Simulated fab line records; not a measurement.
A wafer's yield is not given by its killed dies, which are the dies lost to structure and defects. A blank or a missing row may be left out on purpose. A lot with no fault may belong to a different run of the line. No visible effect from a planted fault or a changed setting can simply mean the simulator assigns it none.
Matching of chambers ; flow nandHarc ; NHARC_P_M0_PRE_CLEAN_31 on pecvd-03: 3 sister chambers
The step time 12 s. 3 wafers are shown with their chamber, then 10 later ones without.

WAFERS WITH THEIR CHAMBER
wafer;chamber;heaterPowerW (W)
L088.5;1;578
L091.2;2;542
L091.3;0;696

WAFERS WITHOUT THEIR CHAMBER
wafer;heaterPowerW (W)
L091.5;554
L095.1;665
L095.2;600
L095.6;676
L097.3;631
L097.4;711
L097.6;622
L097.1;685
L097.2;635
L097.5;627

WHICH CHAMBER EACH ONE RAN IN
wafer;from the rows above;in truth
L091.5;can't be placed: 2 or 1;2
L095.1;can't be placed: 0 or 1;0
L095.2;can't be placed: 1 or 2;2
L095.6;0;0
L097.3;can't be placed: 1 or 0 or 2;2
L097.4;0;0
L097.6;can't be placed: 1 or 0 or 2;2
L097.1;0;0
L097.2;can't be placed: 1 or 0 or 2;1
L097.5;can't be placed: 1 or 0 or 2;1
Correct placement for 3 of the 10. Not placeable from these rows: 7 (in 7, the candidates include the true chamber). Placed wrongly: 0.
How it was worked out, from the rows above alone: a wafer's distance from a chamber is the root of the sum, over the readings, of the square of ((its reading less the chamber's mean) divided by the reading's scatter). If the next closest chamber is less than 2 further off than the closest, the wafer can't be placed; otherwise it belongs to the closest. The mean given for a chamber averages the wafers shown for that chamber. The scatter: root of mean squared gap, hidden wafer to nearest shown wafer, with one shown wafer a chamber.
